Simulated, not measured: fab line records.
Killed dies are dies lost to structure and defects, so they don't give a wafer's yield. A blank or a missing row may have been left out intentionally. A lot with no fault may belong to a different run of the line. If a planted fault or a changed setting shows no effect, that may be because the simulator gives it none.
Matching of chambers | flow n5 finfet | N5_BEOL_M8_ETCH_62 on rie diel-05: 4 sister chambers
The step etches SOC in N2/H2, target depth 110 nm, overetch 22 nm, time 165 s. 22 wafers are shown with their chamber, then 11 later ones without.

== WAFERS WITH THEIR CHAMBER ==
wafer  | chamber | drypump motor current A (A) | throttle valve pct (%) | showerhead plenum p Torr (Torr)
L074.1 | 0       | 5.3                         | 18.2                   | 2.35
L074.2 | 2       | 5.4                         | 17.9                   | 2.40
L074.3 | 3       | 5.1                         | 17.8                   | 2.50
L074.4 | 1       | 6.6                         | 18.0                   | 2.73
L074.5 | 1       | 6.6                         | 18.0                   | 2.73
L074.6 | 0       | 5.3                         | 18.2                   | 2.35
L080.2 | 2       | 5.5                         | 17.4                   | 2.72
L080.3 | 1       | 6.6                         | 18.0                   | 2.73
L080.4 | 0       | 5.3                         | 18.2                   | 2.34
L078.1 | 0       | 5.3                         | 18.2                   | 2.34
L078.2 | 2       | 5.4                         | 17.4                   | 2.72
L078.6 | 2       | 5.5                         | 17.4                   | 2.72
L083.3 | 2       | 5.5                         | 17.4                   | 2.71
L083.4 | 1       | 6.6                         | 18.0                   | 2.72
L083.5 | 2       | 5.4                         | 17.4                   | 2.71
L082.2 | 0       | 5.3                         | 18.2                   | 2.34
L082.3 | 3       | 5.1                         | 17.8                   | 2.49
L082.6 | 2       | 5.4                         | 17.4                   | 2.71
L085.2 | 0       | 5.3                         | 18.3                   | 2.34
L085.5 | 3       | 5.1                         | 17.8                   | 2.48
L085.6 | 0       | 5.3                         | 18.3                   | 2.34
L087.2 | 0       | 5.3                         | 18.3                   | 2.34

SIGNATURES, as means of the wafers listed above
reading                  | chamber 0 | chamber 1 | chamber 2 | chamber 3 | scatter within a chamber
drypump motor current A  | 5.300     | 6.600     | 5.443     | 5.100     | 0.0309
throttle valve pct       | 18.238    | 18.000    | 17.471    | 17.800    | 0.114
showerhead plenum p Torr | 2.3425    | 2.7275    | 2.6700    | 2.4900    | 0.069
Rule: a wafer lies at a distance from a chamber equal to the root of the sum of squares, over the readings, of (its reading less the chamber's mean, divided by the reading's scatter). The wafer belongs to the nearest chamber; if the next one is less than 2 further off, it can't be placed. The scatter is the square root of a quotient: the sum, over the shown wafers, of each reading's squared deviation from its chamber's mean, divided by wafers minus chambers.

== WAFERS WITHOUT THEIR CHAMBER ==
wafer  | drypump motor current A (A) | throttle valve pct (%) | showerhead plenum p Torr (Torr)
L087.4 | 5.1                         | 17.8                   | 2.48
L087.6 | 5.3                         | 18.3                   | 2.34
L093.1 | 6.6                         | 18.0                   | 2.71
L093.3 | 5.5                         | 17.5                   | 2.70
L093.4 | 6.6                         | 18.0                   | 2.71
L096.1 | 5.1                         | 17.4                   | 2.47
L096.4 | 5.3                         | 18.3                   | 2.33
L096.5 | 5.1                         | 17.4                   | 2.47
L097.1 | 6.6                         | 18.1                   | 2.71
L097.4 | 5.1                         | 17.4                   | 2.47
L097.6 | 5.5                         | 17.5                   | 2.70

== THE CHAMBER EACH PASSED THROUGH ==
wafer  | from the rows above | in truth
L087.4 | 3                   | 3
L087.6 | 0                   | 0
L093.1 | 1                   | 1
L093.3 | 2                   | 2
L093.4 | 1                   | 1
L096.1 | 3                   | 3
L096.4 | 0                   | 0
L096.5 | 3                   | 3
L097.1 | 1                   | 1
L097.4 | 3                   | 3
L097.6 | 2                   | 2
Placed correctly: 11 of 11. Left unplaced by these rows: 0. Wrongly placed: 0.
